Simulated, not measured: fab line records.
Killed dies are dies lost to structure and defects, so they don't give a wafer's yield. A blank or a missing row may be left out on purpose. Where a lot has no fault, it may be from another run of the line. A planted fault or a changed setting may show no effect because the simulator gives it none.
fab line records	flow nand_harc
record lots=24	wafers=72	last_day=25
route steps=1159 shown A_STAIRCASE@586
lots with no fault: from the same line, run without faults
start_h: hours from the record's first day to the start of the lot's first wafer shown	wait_h: how many hours have passed since the lot's step before this one	" unchanged from the row above	L1.1+2: several wafers, shown together as one row	- no value present, or no start provided	* or withheld: withheld	< > ~ a bound
route shown NAME@n: NAME is a module with steps in the file, n the number in the route of the first one	usual: average and standard deviation across the fault-free wafers	same: alike in all rows	chamber/n: place in a boat	sites: each site's reading	_std_site: standard deviation across them	_edge_site: outer sites' mean less inner sites'	radius_mm: how far each site lies from the wafer's centre	mask NAME#n: copy n	behind: the last tool/chamber to shape the wafer	hold: cause of the lot's hold/its duration in hours/its outcome	device: whichever transistor did not switch (one of n, p or np)	end of line: tests of these same wafers at the route's end	a step given without rows: its recipe and nothing more	killed: not the wafer's yield, but the dies lost to structure and defects at the first sort	map: a wafer's dies, x killed, . not, _ none there
set.NAME: the setting the step ran with; set.NAME@STEP: the setting that earlier step ran with	model.NAME: the simulator's own value behind a step, which no gauge read
the route's steps for a sample of lots (tables are steps, rows are wafers)
services: the hour from which a tool's chamber was out of use, counted from the record's first day as start_h (under 0 if before that day), plus the number of hours and why
## steps
# step NHARC_A_STAIRCASE_ETCH_192
# recipe target_depth_a=1000	time_s=40.5	ion_energy_ev=400	c4f8_flow_sccm=20	o2_flow_sccm=10	ar_flow_sccm=withheld	rf_w=600	bias_w=1000	chemistry=C4F8/O2
# usual bias_w=1000/3.2	oes_product_au=0.943/0.013	rf_vpp_V=896/6.5
lot.wafer	tool	chamber	start_h	wait_h	bias_w	oes_product_au	rf_hours_counter_h	rf_vpp_V
L075.3	rie_diel-09	1	-	-	1001	0.943	60	901
L075.4	"	2	"	"	1005	0.955	58	897
L075.2	"	3	"	"	992	0.957	59	905
L074.1	rie_diel-03	1	-	-	1001	0.947	6	888
L074.5	"	3	"	"	994	0.941	-	888
L074.6	"	0	"	"	997	0.969	-	892
L077.3	rie_diel-09	1	-	-	998	0.954	63	901
L077.4	"	2	"	"	1003	0.958	61	897
L077.6	"	1	"	"	998	0.952	-	903
L076.3	rie_diel-02	3	-	-	1000	0.932	36	889
L076.4	"	3	"	"	998	0.933	-	889
L076.5	"	1	"	"	1002	0.921	-	897
L079.4	rie_diel-02	0	-	-	1002	0.936	40	897
L079.6	"	3	"	"	1003	0.925	-	890
L079.5	"	0	"	"	1007	0.928	-	896
L078.2	rie_diel-02	3	-	-	1003	0.932	39	890
L078.5	"	2	"	"	999	0.934	-	904
L078.6	"	3	"	"	996	0.940	-	889
L081.1	rie_diel-03	2	-	-	999	0.935	19	906
L081.3	"	3	"	"	1007	0.934	20	887
L081.4	"	1	"	"	1002	0.943	19	888
L080.2	rie_diel-03	2	-	-	998	0.949	20	904
L080.6	"	0	"	"	1001	0.954	-	891
L080.5	"	1	"	"	995	0.967	-	887
L083.1	rie_diel-09	2	-	-	997	0.941	12	898
L083.4	"	1	"	"	1000	0.921	10	903
L083.6	"	2	"	"	1000	0.954	-	898
L082.2	rie_diel-03	2	-	-	998	0.957	27	906
L082.6	"	1	"	"	998	0.951	-	888
L082.5	"	2	"	"	1003	0.952	-	905
L084.4	rie_diel-03	1	-	-	999	0.960	30	886
L084.5	"	3	"	"	1002	0.954	-	889
L084.6	"	0	"	"	1004	0.956	-	892
L085.3	rie_diel-02	0	-	-	999	0.934	55	896
L085.2	"	2	"	"	1002	0.925	56	905
L085.5	"	0	"	"	1000	0.935	-	896
L086.3	rie_diel-02	0	-	-	1003	0.949	55	897
L086.2	"	1	"	"	998	0.925	59	897
L086.1	"	2	"	"	1000	0.933	56	904
L088.1	rie_diel-09	2	-	-	1000	0.943	23	895
L088.5	"	0	"	"	1004	0.940	-	889
L088.6	"	3	"	"	1000	0.937	-	905
L087.4	rie_diel-02	2	-	-	1002	0.941	58	905
L087.1	"	3	"	"	1002	0.946	56	889
L087.5	"	0	"	"	1001	0.954	-	896
L090.3	rie_diel-03	3	-	-	1000	0.949	44	889
L090.6	"	0	"	"	1002	0.953	-	891
L090.5	"	1	"	"	998	0.945	-	888
L089.2	rie_diel-09	0	-	-	1001	0.944	30	890
L089.1	"	3	"	"	1002	0.935	32	904
L089.5	"	0	"	"	999	0.943	-	890
L091.1	rie_diel-09	0	-	-	993	0.960	33	887
L091.4	"	2	"	"	1006	0.954	32	896
L091.6	"	0	"	"	993	0.959	-	889
L092.2	rie_diel-03	3	-	-	1004	0.944	47	888
L092.3	"	0	"	"	1002	0.941	45	891
L092.6	"	2	"	"	994	0.933	-	905
L093.3	rie_diel-02	0	-	-	1006	0.955	5	897
L093.4	"	1	"	"	1003	0.932	4	896
L093.6	"	3	"	"	1002	0.952	-	889
L094.3	rie_diel-02	2	-	-	996	0.933	7	904
L094.1	"	3	"	"	995	0.938	7	888
L094.4	"	1	"	"	1002	0.931	7	896
L095.2	rie_diel-09	1	-	-	1001	0.928	40	901
L095.4	"	0	"	"	1005	0.954	43	888
L095.5	"	1	"	"	1003	0.933	-	900
L096.2	rie_diel-02	0	-	-	999	0.952	13	896
L096.1	"	3	"	"	1002	0.948	12	889
L096.5	"	1	"	"	1004	0.928	-	896
L097.2	rie_diel-03	2	-	-	1001	0.945	62	904
L097.3	"	3	"	"	1002	0.947	64	887
L097.5	"	1	"	"	1007	0.957	-	885
# step NHARC_A_STAIRCASE_TRIM_196
# recipe time_s=211.2	o2_flow_sccm=500	ar_flow_sccm=0	bias_w=0	chemistry=O2
# usual drypump_motor_current_A=5.7/0.31	oes_product_au=1.000/0.011	rf_vpp_V=57.6/0.9	showerhead_plenum_p_Torr=3.50/0.18	throttle_valve_pct=17.035/0.0089
# same bias_w=0
lot.wafer	tool	chamber	start_h	wait_h	drypump_motor_current_A	oes_product_au	rf_hours_counter_h	rf_vpp_V	showerhead_plenum_p_Torr	throttle_valve_pct
L075.4	rie_diel-02	0	237.71	0.1	5.8	1.011	31	57.8	3.54	17.035
L075.3	"	1	"	"	5.6	0.973	33	58.6	3.56	17.041
L075.2	"	2	"	"	5.9	0.992	32	58.0	3.79	17.039
L074.1	rie_diel-03	1	238.26	0.1	5.7	0.999	6	56.0	3.30	17.050
L074.5	"	0	"	"	5.3	1.005	-	59.0	3.42	17.039
L074.6	"	1	"	"	5.7	0.991	-	57.8	3.30	17.040
L077.4	rie_diel-03	1	254.60	0.1	5.7	1.001	12	56.7	3.30	17.034
L077.3	"	2	"	"	5.3	0.991	12	59.4	3.80	17.024
L077.6	"	0	"	"	5.2	1.011	-	57.7	3.41	17.037
L076.3	rie_diel-02	1	258.56	0.1	5.6	0.978	39	57.5	3.56	17.029
L076.5	"	1	"	"	5.6	0.979	-	57.3	3.56	17.033
L076.4	"	3	"	"	5.5	0.995	-	58.3	3.35	17.034
L079.4	rie_diel-03	0	266.94	0.1	5.3	1.012	17	57.8	3.41	17.042
L079.6	"	1	"	"	5.7	1.000	-	56.1	3.29	17.014
L079.5	"	2	"	"	5.3	0.996	-	58.0	3.80	17.052
L078.2	rie_diel-02	2	267.19	0.1	5.9	0.983	40	58.1	3.79	17.037
L078.6	"	1	"	"	5.6	0.969	-	58.4	3.56	17.047
L078.5	"	2	"	"	5.9	0.979	-	57.1	3.79	17.035
L081.1	rie_diel-02	3	272.01	0.1	5.5	0.992	42	56.8	3.35	17.037
L081.4	"	0	"	"	5.8	1.001	43	57.3	3.54	17.048
L081.3	"	1	"	"	5.6	0.985	46	58.0	3.55	17.038
L080.2	rie_diel-09	3	272.68	0.1	6.2	1.000	6	58.7	3.77	17.029
L080.5	"	2	"	"	5.6	1.010	-	57.0	3.57	17.042
L080.6	"	3	"	"	6.2	0.999	-	57.7	3.77	17.025
L083.4	rie_diel-09	0	289.38	0.1	5.6	1.005	12	57.5	3.36	17.029
L083.1	"	1	"	"	5.2	0.982	10	58.8	3.69	17.043
L083.6	"	3	"	"	6.2	0.990	-	57.7	3.76	17.038
L082.2	rie_diel-02	1	289.91	0.1	5.6	1.000	51	59.0	3.55	17.047
L082.6	"	3	"	"	5.6	0.990	-	57.5	3.35	17.033
L082.5	"	0	"	"	5.8	1.010	-	56.5	3.53	17.035
L084.4	rie_diel-02	1	307.61	0.1	5.6	0.985	56	58.4	3.55	17.021
L084.6	"	0	"	"	5.8	1.007	-	58.2	3.53	17.032
L084.5	"	1	"	"	5.6	0.985	-	56.5	3.55	17.037
L085.3	rie_diel-02	0	317.22	0.1	5.8	1.013	55	57.0	3.53	17.043
L085.2	"	3	"	"	5.6	1.006	55	57.4	3.34	17.036
L085.5	"	0	"	"	5.8	1.004	-	58.8	3.53	17.046
L086.3	rie_diel-03	3	317.28	0.1	6.2	1.005	34	57.9	3.32	17.020
L086.1	"	1	"	"	5.7	1.010	34	56.2	3.29	17.035
L086.2	"	2	"	"	5.3	1.004	34	58.0	3.79	17.032
L088.1	rie_diel-02	0	323.13	0.1	5.8	1.013	57	58.5	3.53	17.042
L088.5	"	0	"	"	5.8	1.007	-	56.3	3.53	17.026
L088.6	"	1	"	"	5.6	0.986	-	57.8	3.55	17.024
L087.4	rie_diel-02	0	323.61	0.1	5.8	1.011	57	59.0	3.53	17.027
L087.1	"	1	"	"	5.6	0.975	62	57.1	3.55	17.035
L087.5	"	0	"	"	5.8	1.017	-	57.9	3.53	17.023
L090.3	rie_diel-03	1	337.50	0.1	5.7	0.995	42	55.6	3.28	17.029
L090.5	"	2	"	"	5.3	0.999	-	58.5	3.78	17.038
L090.6	"	3	"	"	6.2	1.000	-	58.6	3.31	17.015
L089.2	rie_diel-03	0	338.45	0.1	5.2	1.008	43	56.7	3.40	17.040
L089.1	"	2	"	"	5.3	0.997	44	58.8	3.78	17.050
L089.5	"	0	"	"	5.2	1.011	-	57.2	3.40	17.051
L091.1	rie_diel-09	2	343.92	0.1	5.6	1.015	32	57.2	3.55	17.029
L091.4	"	0	"	"	5.6	1.014	34	57.2	3.34	17.046
L091.6	"	2	"	"	5.6	1.007	-	57.8	3.55	17.050
L092.2	rie_diel-03	2	344.70	0.1	5.3	0.994	47	59.3	3.78	17.033
L092.3	"	3	"	"	6.2	1.006	47	56.7	3.31	17.030
L092.6	"	1	"	"	5.8	1.003	-	56.3	3.28	17.034
L093.4	rie_diel-03	1	349.56	0.1	5.7	1.001	47	57.8	3.28	17.020
L093.3	"	2	"	"	5.3	1.000	48	58.2	3.78	17.027
L093.6	"	2	"	"	5.3	0.996	-	58.2	3.78	17.037
L094.3	rie_diel-02	0	358.60	0.1	5.8	1.018	7	57.5	3.52	17.034
L094.1	"	1	"	"	5.6	0.990	7	59.0	3.54	17.039
L094.4	"	3	"	"	5.6	1.015	7	58.6	3.34	17.027
L095.4	rie_diel-03	1	371.95	0.1	5.7	0.999	54	57.0	3.28	17.026
L095.2	"	3	"	"	6.2	1.001	57	56.5	3.31	17.038
L095.5	"	1	"	"	5.7	0.999	-	56.3	3.28	17.037
L096.1	rie_diel-03	1	374.43	0.1	5.7	1.003	54	57.1	3.28	17.035
L096.2	"	3	"	"	6.2	0.998	58	56.3	3.30	17.036
L096.5	"	1	"	"	5.7	1.000	-	58.5	3.28	17.042
L097.2	rie_diel-03	0	386.55	0.1	5.2	1.026	61	58.4	3.38	17.034
L097.3	"	3	"	"	6.2	0.994	64	58.0	3.30	17.033
L097.5	"	1	"	"	5.7	1.007	-	56.6	3.27	17.032
# step NHARC_A_STAIRCASE_STRIP_205
# recipe power_w=1500	temp_c=250	chemistry=O2
# usual drypump_motor_current_A=5.9/0.52	heater_power_w=332/37
lot.wafer	tool	chamber	start_h	wait_h	drypump_motor_current_A	heater_power_w	rf_hours_counter_h
L075.2	plasma_asher-01	1	238.90	0.1	6.3	341	45
L075.4	"	0	"	"	6.5	357	-
L075.3	"	1	"	"	6.3	343	-
L074.1	plasma_asher-02	0	239.35	0.1	5.2	283	16
L074.6	"	1	"	"	6.0	350	-
L074.5	"	0	"	"	5.1	280	-
L077.3	plasma_asher-02	1	256.08	0.2	5.9	357	-
L077.4	"	0	"	"	5.2	278	-
L077.6	"	1	"	"	6.0	352	-
L076.3	plasma_asher-02	0	259.93	0.2	5.2	275	-
L076.4	"	1	"	"	6.0	366	-
L076.5	"	1	"	"	6.0	366	-
L079.4	plasma_asher-01	0	268.08	0.2	6.5	372	-
L079.6	"	0	"	"	6.5	375	-
L079.5	"	1	"	"	6.3	349	-
L078.2	plasma_asher-02	1	268.31	0.1	5.9	367	27
L078.5	"	1	"	"	6.0	351	-
L078.6	"	0	"	"	5.2	278	-
L081.1	plasma_asher-01	0	273.09	0.1	6.5	367	58
L081.3	"	0	"	"	6.5	370	-
L081.4	"	1	"	"	6.3	346	-
L080.2	plasma_asher-02	0	273.72	0.1	5.1	282	29
L080.5	"	0	"	"	5.1	276	-
L080.6	"	1	"	"	5.9	358	-
L083.1	plasma_asher-01	0	290.45	0.1	6.5	356	1
L083.4	"	0	"	"	6.5	362	-
L083.6	"	0	"	"	6.5	381	-
L082.2	plasma_asher-02	1	291.34	0.1	5.9	351	36
L082.6	"	1	"	"	6.0	357	-
L082.5	"	0	"	"	5.2	271	-
L084.4	plasma_asher-01	1	308.82	0.2	6.3	327	-
L084.5	"	1	"	"	6.3	324	-
L084.6	"	0	"	"	6.5	359	-
L085.2	plasma_asher-02	1	318.58	0.3	6.0	358	43
L085.3	"	1	"	"	6.0	347	-
L085.5	"	1	"	"	6.0	359	-
L086.1	plasma_asher-01	1	318.78	0.4	6.3	315	9
L086.2	"	0	"	"	6.5	368	9
L086.3	"	0	"	"	6.5	371	-
L088.1	plasma_asher-01	0	324.48	0.1	6.5	368	12
L088.6	"	1	"	"	6.3	334	-
L088.5	"	0	"	"	6.4	371	-
L087.1	plasma_asher-02	0	324.79	0.1	5.2	278	47
L087.4	"	1	"	"	6.0	356	-
L087.5	"	0	"	"	5.2	279	-
L090.3	plasma_asher-02	1	338.60	0.2	5.9	353	-
L090.6	"	1	"	"	5.9	355	-
L090.5	"	0	"	"	5.1	276	-
L089.1	plasma_asher-02	1	339.51	0.1	6.0	362	52
L089.2	"	0	"	"	5.2	273	52
L089.5	"	0	"	"	5.2	272	-
L091.1	plasma_asher-01	1	345.48	0.1	6.3	324	20
L091.4	"	0	"	"	6.5	355	-
L091.6	"	1	"	"	6.3	314	-
L092.2	plasma_asher-02	1	345.79	0.1	5.9	366	54
L092.3	"	0	"	"	5.2	271	-
L092.6	"	0	"	"	5.1	271	-
L093.4	plasma_asher-02	0	350.76	0.2	5.1	277	-
L093.3	"	1	"	"	5.9	358	-
L093.6	"	0	"	"	5.2	276	-
L094.1	plasma_asher-01	0	360.07	0.1	6.5	363	23
L094.4	"	0	"	"	6.5	370	-
L094.3	"	1	"	"	6.3	326	-
L095.2	plasma_asher-01	1	373.15	0.2	6.3	324	31
L095.4	"	0	"	"	6.5	371	-
L095.5	"	1	"	"	6.3	326	-
L096.1	plasma_asher-02	0	375.47	0.1	5.1	281	2
L096.2	"	1	"	"	5.9	358	2
L096.5	"	1	"	"	6.0	366	-
L097.2	plasma_asher-01	1	387.66	0.1	6.3	326	35
L097.3	"	1	"	"	6.3	328	-
L097.5	"	0	"	"	6.5	368	-
# step NHARC_A_STAIRCASE_ETCH_225
# recipe target_depth_a=1000	time_s=40.5	ion_energy_ev=400	c4f8_flow_sccm=20	o2_flow_sccm=10	ar_flow_sccm=withheld	rf_w=600	bias_w=1000	chemistry=C4F8/O2
# usual bias_w=1000/3.1	oes_product_au=0.946/0.013	rf_vpp_V=896/6.8
lot.wafer	tool	chamber	start_h	wait_h	bias_w	oes_product_au	rf_hours_counter_h	rf_vpp_V
L075.2	rie_diel-02	3	-	-	1000	0.934	32	889
L075.3	"	0	"	"	996	0.959	32	897
L075.4	"	2	"	"	998	0.930	33	905
L074.1	rie_diel-03	2	-	-	997	0.928	7	907
L074.5	"	1	"	"	1005	0.934	-	886
L074.6	"	2	"	"	1001	0.933	-	904
L077.3	rie_diel-03	1	-	-	1005	0.965	13	887
L077.4	"	2	"	"	1004	0.939	13	906
L077.6	"	0	"	"	1002	0.948	-	891
L076.3	rie_diel-03	1	-	-	1005	0.936	14	888
L076.4	"	0	"	"	1002	0.956	14	892
L076.5	"	2	"	"	992	0.955	-	907
L079.4	rie_diel-02	2	-	-	1003	0.920	42	905
L079.6	"	1	"	"	998	0.912	-	896
L079.5	"	2	"	"	995	0.935	-	906
L078.2	rie_diel-09	3	-	-	992	0.949	6	905
L078.6	"	1	"	"	1000	0.917	-	902
L078.5	"	2	"	"	1002	0.949	-	898
L081.4	rie_diel-03	0	-	-	997	0.962	20	892
L081.3	"	1	"	"	1003	0.941	20	888
L081.1	"	3	"	"	1003	0.952	21	888
L080.2	rie_diel-09	1	-	-	999	0.929	5	903
L080.6	"	2	"	"	1005	0.955	-	897
L080.5	"	3	"	"	1002	0.944	-	906
L083.4	rie_diel-03	0	-	-	1001	0.949	27	893
L083.1	"	1	"	"	1006	0.971	27	886
L083.6	"	0	"	"	999	0.967	-	891
L082.2	rie_diel-02	3	-	-	1003	0.939	49	891
L082.5	"	1	"	"	1001	0.941	-	897
L082.6	"	2	"	"	999	0.935	-	905
L084.4	rie_diel-03	0	-	-	998	0.952	31	892
L084.6	"	3	"	"	997	0.963	-	889
L084.5	"	0	"	"	999	0.951	-	891
L085.2	rie_diel-09	2	-	-	999	0.961	22	897
L085.3	"	0	"	"	1003	0.955	22	891
L085.5	"	1	"	"	998	0.929	-	901
L086.1	rie_diel-03	3	-	-	996	0.939	36	889
L086.2	"	0	"	"	999	0.951	36	891
L086.3	"	1	"	"	999	0.950	35	886
L088.1	rie_diel-02	0	-	-	1000	0.957	58	896
L088.6	"	2	"	"	996	0.929	-	905
L088.5	"	3	"	"	1000	0.956	-	889
L087.1	rie_diel-09	0	-	-	1001	0.941	28	890
L087.4	"	1	"	"	1001	0.923	23	901
L087.5	"	3	"	"	1003	0.946	-	904
L090.3	rie_diel-02	3	-	-	1003	0.921	1	889
L090.5	"	2	"	"	1002	0.931	-	905
L090.6	"	3	"	"	999	0.931	-	890
L089.2	rie_diel-09	3	-	-	1003	0.952	34	903
L089.1	"	1	"	"	1005	0.936	29	902
L089.5	"	3	"	"	1009	0.951	-	904
L091.4	rie_diel-03	2	-	-	1001	0.933	48	906
L091.1	"	3	"	"	1001	0.935	48	889
L091.6	"	2	"	"	1001	0.939	-	904
L092.2	rie_diel-09	3	-	-	993	0.954	36	904
L092.3	"	1	"	"	1001	0.931	31	901
L092.6	"	3	"	"	999	0.961	-	904
L093.3	rie_diel-09	2	-	-	1000	0.950	36	897
L093.4	"	1	"	"	999	0.930	33	903
L093.6	"	3	"	"	995	0.966	-	905
L094.1	rie_diel-03	1	-	-	992	0.951	51	885
L094.4	"	2	"	"	1006	0.960	53	905
L094.3	"	3	"	"	1002	0.940	53	888
L095.2	rie_diel-02	3	-	-	1001	0.942	13	889
L095.4	"	0	"	"	996	0.946	13	896
L095.5	"	1	"	"	996	0.933	-	895
L096.1	rie_diel-03	3	-	-	1001	0.936	59	888
L096.2	"	2	"	"	1002	0.948	57	907
L096.5	"	3	"	"	1000	0.940	-	888
L097.3	rie_diel-09	0	-	-	999	0.954	49	888
L097.2	"	2	"	"	999	0.953	47	896
L097.5	"	3	"	"	1002	0.948	-	903
# step NHARC_A_STAIRCASE_HM_DEP_456
# recipe target_thk_a=15000	temp_c=400	material=aC
# usual throttle_valve_pct=35.000/0.009
lot.wafer	tool	chamber	start_h	wait_h	throttle_valve_pct
L075.2	acl_dep-03	0	245.77	-	35.005
L075.3	"	0	"	"	34.997
L075.4	"	0	"	"	35.011
L074.1	acl_dep-02	0	245.85	-	34.994
L074.5	"	0	247.09	-	35.007
L074.6	"	0	"	"	34.999
L077.3	acl_dep-02	0	262.96	-	35.005
L077.4	"	0	"	"	34.989
L077.6	"	0	"	"	35.008
L076.3	acl_dep-03	0	267.68	-	34.992
L076.4	"	0	"	"	35.006
L076.5	"	0	"	"	34.995
L079.4	acl_dep-02	0	277.27	-	34.991
L079.5	"	0	"	"	35.015
L079.6	"	0	"	"	35.015
L078.2	acl_dep-03	0	277.27	-	34.999
L078.5	"	0	"	"	34.996
L078.6	"	0	"	"	35.000
L081.1	acl_dep-02	0	281.40	-	34.993
L081.3	"	0	"	"	35.016
L081.4	"	0	"	"	35.002
L080.2	acl_dep-01	0	281.80	-	35.000
L080.5	"	0	"	"	35.002
L080.6	"	0	"	"	34.996
L083.1	acl_dep-03	0	300.47	-	34.985
L083.4	"	0	"	"	34.993
L083.6	"	0	"	"	34.998
L082.2	acl_dep-02	0	304.85	-	34.996
L082.5	"	0	"	"	35.010
L082.6	"	0	"	"	35.006
L084.4	acl_dep-02	0	315.85	-	34.976
L084.5	"	0	"	"	34.984
L084.6	"	0	"	"	35.013
L085.2	acl_dep-02	0	325.40	-	35.008
L085.3	"	0	"	"	35.009
L085.5	"	0	"	"	34.999
L086.1	acl_dep-01	0	326.45	-	34.983
L086.2	"	0	"	"	35.008
L086.3	"	0	"	"	34.997
L088.1	acl_dep-01	0	334.33	-	34.992
L088.5	"	0	335.56	-	35.025
L088.6	"	0	"	"	35.010
L087.1	acl_dep-03	0	335.39	-	35.004
L087.4	"	0	"	"	34.995
L087.5	"	0	"	"	35.002
L090.3	acl_dep-02	0	347.60	-	35.012
L090.5	"	0	"	"	35.011
L090.6	"	0	"	"	35.008
L089.1	acl_dep-01	0	348.59	-	34.995
L089.2	"	0	"	"	35.008
L089.5	"	0	"	"	34.996
L091.1	acl_dep-03	0	353.14	-	35.009
L091.4	"	0	"	"	34.991
L091.6	"	0	"	"	34.994
L092.2	acl_dep-03	0	355.26	-	34.995
L092.3	"	0	"	"	34.984
L092.6	"	0	"	"	35.011
L093.3	acl_dep-01	0	359.94	-	35.005
L093.4	"	0	"	"	35.013
L093.6	"	0	"	"	34.991
L094.1	acl_dep-01	0	368.72	-	35.005
L094.3	"	0	"	"	35.002
L094.4	"	0	"	"	35.000
L095.2	acl_dep-03	0	379.61	-	34.998
L095.4	"	0	"	"	34.994
L095.5	"	0	"	"	34.994
L096.1	acl_dep-02	0	381.89	-	34.999
L096.2	"	0	"	"	34.993
L096.5	"	0	"	"	35.002
L097.2	acl_dep-03	0	396.17	-	34.999
L097.3	"	0	"	"	34.981
L097.5	"	0	"	"	34.999
# step NHARC_A_STAIRCASE_ETCH_452
# recipe target_depth_a=300	overetch_a=30	time_s=16.5	ion_energy_ev=100	cf4_flow_sccm=80	o2_flow_sccm=20	ar_flow_sccm=0	rf_w=300	bias_w=100	chemistry=CF4/O2
# usual bias_w=100.02/0.28	drypump_motor_current_A=5.7/0.3	oes_product_au=0.999/0.011	rf_vpp_V=197.9/1.6	showerhead_plenum_p_Torr=1.34/0.068	throttle_valve_pct=13.397/0.0088
lot.wafer	tool	chamber	start_h	wait_h	bias_w	drypump_motor_current_A	oes_product_au	rf_hours_counter_h	rf_vpp_V	showerhead_plenum_p_Torr	throttle_valve_pct
L075.2	rie_diel-02	2	-	-	100.15	5.9	0.992	34	200.3	1.44	13.410
L075.3	"	0	"	"	100.54	5.8	1.011	33	197.3	1.34	13.416
L075.4	"	1	"	"	99.98	5.6	0.987	35	196.9	1.35	13.408
L074.1	rie_diel-03	2	-	-	99.61	5.3	1.011	10	200.7	1.44	13.407
L074.6	"	2	"	"	100.07	5.3	1.012	-	200.5	1.44	13.401
L074.5	"	3	"	"	100.02	6.2	1.012	-	196.7	1.26	13.402
L077.4	rie_diel-02	0	-	-	100.16	5.8	0.999	40	199.3	1.34	13.404
L077.3	"	2	"	"	100.48	5.9	0.992	39	200.8	1.44	13.403
L077.6	"	0	"	"	99.66	5.8	0.997	-	197.8	1.34	13.384
L076.4	rie_diel-09	2	-	-	99.98	5.6	1.016	4	199.2	1.35	13.407
L076.3	"	1	"	"	99.88	5.2	0.983	3	199.3	1.40	13.403
L076.5	"	2	"	"	99.59	5.6	1.002	-	197.8	1.35	13.381
L079.4	rie_diel-09	1	-	-	99.82	5.2	0.985	6	198.2	1.40	13.411
L079.6	"	1	"	"	100.17	5.2	0.983	-	199.3	1.40	13.401
L079.5	"	2	"	"	99.92	5.6	1.028	-	198.5	1.35	13.400
L078.2	rie_diel-02	1	-	-	100.29	5.6	0.982	47	198.1	1.34	13.393
L078.5	"	3	"	"	100.22	5.6	0.996	-	194.7	1.26	13.379
L078.6	"	0	"	"	100.12	5.8	1.004	-	198.4	1.34	13.390
L081.3	rie_diel-03	0	-	-	99.88	5.2	1.012	24	197.5	1.29	13.396
L081.1	"	1	"	"	100.24	5.8	0.999	24	196.0	1.24	13.397
L081.4	"	2	"	"	100.08	5.3	1.000	25	200.5	1.44	13.379
L080.2	rie_diel-02	0	-	-	100.21	5.8	1.013	47	197.7	1.34	13.380
L080.5	"	0	"	"	100.56	5.8	1.003	-	198.8	1.34	13.392
L080.6	"	1	"	"	100.35	5.6	0.998	-	197.8	1.34	13.401
L083.4	rie_diel-02	1	-	-	99.95	5.6	0.979	55	198.5	1.34	13.380
L083.1	"	2	"	"	100.00	5.9	0.991	51	199.6	1.43	13.416
L083.6	"	1	"	"	99.65	5.6	0.977	-	197.3	1.34	13.381
L082.2	rie_diel-09	1	-	-	100.02	5.2	0.998	15	199.5	1.40	13.400
L082.5	"	1	"	"	100.23	5.2	0.986	-	199.4	1.40	13.404
L082.6	"	2	"	"	100.18	5.6	1.009	-	196.9	1.35	13.395
L084.4	rie_diel-09	2	-	-	100.58	5.6	1.015	21	197.2	1.35	13.398
L084.6	"	2	"	"	100.08	5.6	1.013	-	198.4	1.35	13.403
L084.5	"	3	"	"	99.93	6.2	1.002	-	200.7	1.43	13.400
L085.2	rie_diel-03	0	-	-	100.27	5.2	1.016	38	196.8	1.28	13.386
L085.3	"	2	"	"	100.37	5.3	1.013	39	199.9	1.44	13.408
L085.5	"	0	"	"	100.14	5.2	1.017	-	196.5	1.28	13.396
L086.2	rie_diel-03	2	-	-	100.02	5.2	0.999	40	199.7	1.44	13.396
L086.3	"	0	"	"	99.51	5.3	1.013	39	198.2	1.28	13.395
L086.1	"	1	"	"	99.78	5.7	1.002	38	195.4	1.24	13.389
L088.1	rie_diel-09	2	-	-	99.88	5.6	1.008	30	196.3	1.35	13.404
L088.5	"	0	"	"	99.88	5.6	1.006	-	196.3	1.26	13.411
L088.6	"	1	"	"	100.15	5.2	0.991	-	199.3	1.39	13.411
L087.1	rie_diel-02	1	-	-	99.84	5.6	0.979	0	199.1	1.34	13.401
L087.4	"	0	"	"	100.17	5.8	1.006	0	197.2	1.33	13.383
L087.5	"	1	"	"	100.32	5.6	0.981	-	198.4	1.34	13.398
L090.3	rie_diel-09	3	-	-	100.56	6.2	0.999	37	201.1	1.42	13.406
L090.5	"	1	"	"	100.10	5.2	0.982	-	199.7	1.39	13.407
L090.6	"	2	"	"	99.59	5.6	1.009	-	198.0	1.34	13.398
L089.1	rie_diel-02	1	-	-	100.18	5.7	0.989	5	198.4	1.34	13.394
L089.2	"	2	"	"	100.17	5.9	0.995	5	199.8	1.43	13.396
L089.5	"	3	"	"	99.80	5.5	1.002	-	196.1	1.26	13.394
L091.1	rie_diel-03	1	-	-	100.27	5.7	1.004	50	196.1	1.24	13.400
L091.4	"	3	"	"	100.37	6.2	1.001	51	195.6	1.25	13.395
L091.6	"	0	"	"	99.99	5.2	1.012	-	196.5	1.28	13.405
L092.2	rie_diel-03	2	-	-	99.62	5.3	1.001	51	199.0	1.43	13.401
L092.3	"	1	"	"	99.78	5.7	1.002	50	196.7	1.24	13.402
L092.6	"	2	"	"	99.34	5.3	1.010	-	200.4	1.43	13.402
L093.4	rie_diel-09	0	-	-	100.47	5.5	1.010	40	196.6	1.26	13.401
L093.3	"	1	"	"	100.06	5.2	0.999	37	197.7	1.39	13.395
L093.6	"	0	"	"	100.00	5.6	1.010	-	197.2	1.26	13.417
L094.1	rie_diel-02	0	-	-	99.53	5.8	1.009	11	196.4	1.33	13.387
L094.4	"	1	"	"	100.05	5.6	0.975	12	198.0	1.34	13.383
L094.3	"	2	"	"	99.53	5.9	0.983	12	200.7	1.43	13.415
L095.4	rie_diel-02	1	-	-	100.22	5.6	0.983	16	197.0	1.34	13.398
L095.2	"	3	"	"	100.02	5.5	0.996	15	195.5	1.26	13.393
L095.5	"	1	"	"	100.20	5.6	0.998	-	197.4	1.34	13.406
L096.2	rie_diel-02	1	-	-	99.87	5.6	0.984	17	196.9	1.34	13.399
L096.1	"	2	"	"	99.68	5.8	0.991	17	198.9	1.43	13.390
L096.5	"	2	"	"	99.92	5.9	0.993	-	200.0	1.43	13.386
L097.3	rie_diel-09	2	-	-	99.76	5.6	1.006	52	198.6	1.34	13.382
L097.2	"	1	"	"	100.31	5.2	0.986	49	199.2	1.39	13.405
L097.5	"	3	"	"	100.14	6.2	0.992	-	200.2	1.42	13.396
## services
tool	chamber	start_h	hours	kind
rie_diel-03	-	215.34	9.0	pm
rie_diel-03	0	215.34	9.0	vent_cycle
rie_diel-03	1	215.34	9.0	vent_cycle
rie_diel-03	2	215.34	9.0	vent_cycle
rie_diel-03	3	215.34	9.0	vent_cycle
rie_diel-03	0	224.34	-	clean
rie_diel-03	1	224.34	-	clean
rie_diel-03	1	224.34	-	consumable_replace:focus_ring
rie_diel-03	2	224.34	-	clean
rie_diel-03	2	224.34	-	consumable_replace:showerhead
rie_diel-03	3	224.34	-	clean
acl_dep-03	-	225.09	13.0	pm
rie_diel-02	0	233.31	-	clean
rie_diel-02	1	233.31	-	clean
rie_diel-02	2	255.85	4.5	repair
plasma_asher-01	-	276.26	9.0	pm
acl_dep-01	-	294.41	13.0	pm
rie_diel-02	0	311.50	2.3	repair
rie_diel-02	-	328.17	9.0	pm
acl_dep-02	-	352.01	13.0	pm
plasma_asher-01	-	356.87	1.1	repair
plasma_asher-02	-	360.34	9.0	pm
rie_diel-02	1	377.35	2.2	repair
rie_diel-03	-	392.41	9.0	pm
## key
fault none
